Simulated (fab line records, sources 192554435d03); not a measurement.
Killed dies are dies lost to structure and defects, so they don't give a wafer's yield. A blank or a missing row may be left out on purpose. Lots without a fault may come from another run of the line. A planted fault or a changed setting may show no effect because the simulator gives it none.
Chamber matching | flow n5_finfet | N5_BEOL_M0_CVD_115 on cvd_co-01: 3 sister chambers
The step deposits Co from CCTBA/H2, time 120 s. 16 wafers are shown with their chamber, then 8 later ones without.

WAFERS WITH THEIR CHAMBER
wafer  | chamber | run_length_s (s)
L204.2 | 2       | 143.9
L204.3 | 1       | 142.7
L204.6 | 1       | 143.1
L209.2 | 1       | 143.1
L209.4 | 0       | 143.4
L209.5 | 1       | 142.9
L211.2 | 0       | 144.1
L211.3 | 1       | 142.6
L211.6 | 0       | 143.6
L212.3 | 2       | 143.3
L212.4 | 0       | 143.4
L212.5 | 1       | 143.2
L222.4 | 1       | 143.3
L222.5 | 0       | 144.4
L222.6 | 2       | 143.7
L223.2 | 1       | 142.8

SIGNATURES (means of the wafers above)
reading      | chamber 0 | chamber 1 | chamber 2 | scatter within a chamber
run_length_s | 143.780   | 142.963   | 143.633   | 0.332
Rule: a wafer's distance from a chamber is the root of the sum, over the readings, of the square of ((its reading less the chamber's mean) divided by the reading's scatter). The wafer belongs to the nearest chamber; if the next one is less than 2 further off, it can't be placed. The scatter: the root of (the sum of the squares of (reading less its chamber's mean) over the shown wafers, divided by (wafers less chambers)).

WAFERS WITHOUT THEIR CHAMBER
wafer  | run_length_s (s)
L223.3 | 143.8
L223.4 | 143.9
L224.1 | 142.5
L224.4 | 143.7
L224.5 | 143.2
L227.1 | 143.7
L227.3 | 144.0
L227.5 | 143.4

WHICH CHAMBER EACH WENT THROUGH
wafer  | from the rows above          | in truth
L223.3 | can't be placed: 0 or 2      | 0
L223.4 | can't be placed: 0 or 2      | 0
L224.1 | 1                            | 1
L224.4 | can't be placed: 2 or 0      | 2
L224.5 | can't be placed: 1 or 2 or 0 | 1
L227.1 | can't be placed: 2 or 0      | 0
L227.3 | can't be placed: 0 or 2      | 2
L227.5 | can't be placed: 2 or 0 or 1 | 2
Placed correctly: 1 of 8. Can't be placed from these rows: 7 (the true chamber is among the candidates in 7). Placed wrongly: 0.
